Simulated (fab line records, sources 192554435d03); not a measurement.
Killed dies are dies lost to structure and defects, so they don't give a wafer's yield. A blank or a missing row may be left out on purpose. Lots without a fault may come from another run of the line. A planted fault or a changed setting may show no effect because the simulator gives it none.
Chamber matching | flow n5_finfet | N5_GATE_CUT_CMP_43 on cmp-02: 4 sister chambers
The step polishes SiO2. 4 wafers are shown with their chamber, then 8 later ones without.

WAFERS WITH THEIR CHAMBER
wafer  | chamber | motor_current_A (A)
L084.5 | 0       | 12.5
L089.2 | 1       | 13.2
L089.4 | 2       | 12.4
L090.2 | 3       | 12.4

WAFERS WITHOUT THEIR CHAMBER
wafer  | motor_current_A (A)
L090.4 | 13.3
L090.5 | 12.5
L095.2 | 12.6
L095.3 | 13.7
L095.5 | 12.9
L096.2 | 13.0
L096.3 | 12.5
L096.4 | 13.1

WHICH CHAMBER EACH WENT THROUGH
wafer  | from the rows above               | in truth
L090.4 | 1                                 | 1
L090.5 | can't be placed: 0 or 2 or 3      | 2
L095.2 | can't be placed: 0 or 2 or 3      | 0
L095.3 | 1                                 | 1
L095.5 | can't be placed: 1 or 0 or 2 or 3 | 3
L096.2 | can't be placed: 1 or 0 or 2 or 3 | 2
L096.3 | can't be placed: 0 or 2 or 3      | 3
L096.4 | 1                                 | 1
Placed correctly: 3 of 8. Can't be placed from these rows: 5 (the true chamber is among the candidates in 5). Placed wrongly: 0.
How it was worked out, from the rows above alone: a wafer's distance from a chamber is the root of the sum, over the readings, of the square of ((its reading less the chamber's mean) divided by the reading's scatter). The wafer belongs to the nearest chamber; if the next one is less than 2 further off, it can't be placed. A chamber's mean is the mean of its shown wafers. The scatter: with one shown wafer a chamber, the root of the mean of the squares of how far each hidden wafer lies from its nearest shown one.
